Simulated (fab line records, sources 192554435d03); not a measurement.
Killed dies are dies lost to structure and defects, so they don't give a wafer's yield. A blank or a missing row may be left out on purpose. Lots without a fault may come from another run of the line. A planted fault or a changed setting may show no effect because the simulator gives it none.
Chamber matching | flow n5_finfet | N5_SDB_STRIP_21 on rie_diel-06: 4 sister chambers
The step strips in CF4. 18 wafers are shown with their chamber, then 9 later ones without.

WAFERS WITH THEIR CHAMBER
wafer  | chamber | showerhead_plenum_p_Torr (Torr) | throttle_valve_pct (%) | drypump_motor_current_A (A)
L076.1 | 2       | 1.81                            | 13.47                  | 4.9
L076.2 | 3       | 1.78                            | 13.91                  | 6.0
L076.5 | 3       | 1.78                            | 13.90                  | 6.0
L077.1 | 0       | 1.74                            | 13.25                  | 5.7
L077.3 | 2       | 1.81                            | 13.50                  | 4.9
L077.6 | 3       | 1.78                            | 13.90                  | 6.0
L080.1 | 0       | 1.74                            | 13.26                  | 5.7
L080.4 | 2       | 1.81                            | 13.50                  | 4.9
L080.5 | 2       | 1.81                            | 13.50                  | 4.9
L083.3 | 1       | 1.79                            | 13.85                  | 5.8
L083.5 | 1       | 1.79                            | 13.85                  | 5.8
L083.6 | 0       | 1.74                            | 13.25                  | 5.8
L084.2 | 1       | 1.79                            | 13.85                  | 5.8
L084.5 | 2       | 1.81                            | 13.51                  | 4.9
L084.6 | 3       | 1.78                            | 13.95                  | 5.9
L086.2 | 3       | 1.78                            | 13.94                  | 6.0
L086.3 | 1       | 1.79                            | 13.86                  | 5.8
L086.6 | 0       | 1.73                            | 13.29                  | 5.8

SIGNATURES (means of the wafers above)
reading                  | chamber 0 | chamber 1 | chamber 2 | chamber 3 | scatter within a chamber
showerhead_plenum_p_Torr | 1.7375    | 1.7900    | 1.8100    | 1.7800    | 0.00231
throttle_valve_pct       | 13.2625   | 13.8525   | 13.4960   | 13.9200   | 0.0175
drypump_motor_current_A  | 5.750     | 5.800     | 4.900     | 5.980     | 0.0359
Rule: a wafer's distance from a chamber is the root of the sum, over the readings, of the square of ((its reading less the chamber's mean) divided by the reading's scatter). The wafer belongs to the nearest chamber; if the next one is less than 2 further off, it can't be placed. The scatter: the root of (the sum of the squares of (reading less its chamber's mean) over the shown wafers, divided by (wafers less chambers)).

WAFERS WITHOUT THEIR CHAMBER
wafer  | showerhead_plenum_p_Torr (Torr) | throttle_valve_pct (%) | drypump_motor_current_A (A)
L088.1 | 1.78                            | 13.96                  | 6.0
L088.2 | 1.81                            | 13.52                  | 4.9
L088.3 | 1.73                            | 13.30                  | 5.7
L089.1 | 1.79                            | 13.88                  | 5.7
L089.3 | 1.73                            | 13.30                  | 5.7
L089.5 | 1.78                            | 13.97                  | 6.0
L092.2 | 1.78                            | 13.97                  | 6.0
L092.4 | 1.73                            | 13.32                  | 5.8
L092.6 | 1.81                            | 13.53                  | 4.9

WHICH CHAMBER EACH WENT THROUGH
wafer  | from the rows above | in truth
L088.1 | 3                   | 3
L088.2 | 2                   | 2
L088.3 | 0                   | 0
L089.1 | 1                   | 1
L089.3 | 0                   | 0
L089.5 | 3                   | 3
L092.2 | 3                   | 3
L092.4 | 0                   | 0
L092.6 | 2                   | 2
Placed correctly: 9 of 9. Can't be placed from these rows: 0. Placed wrongly: 0.
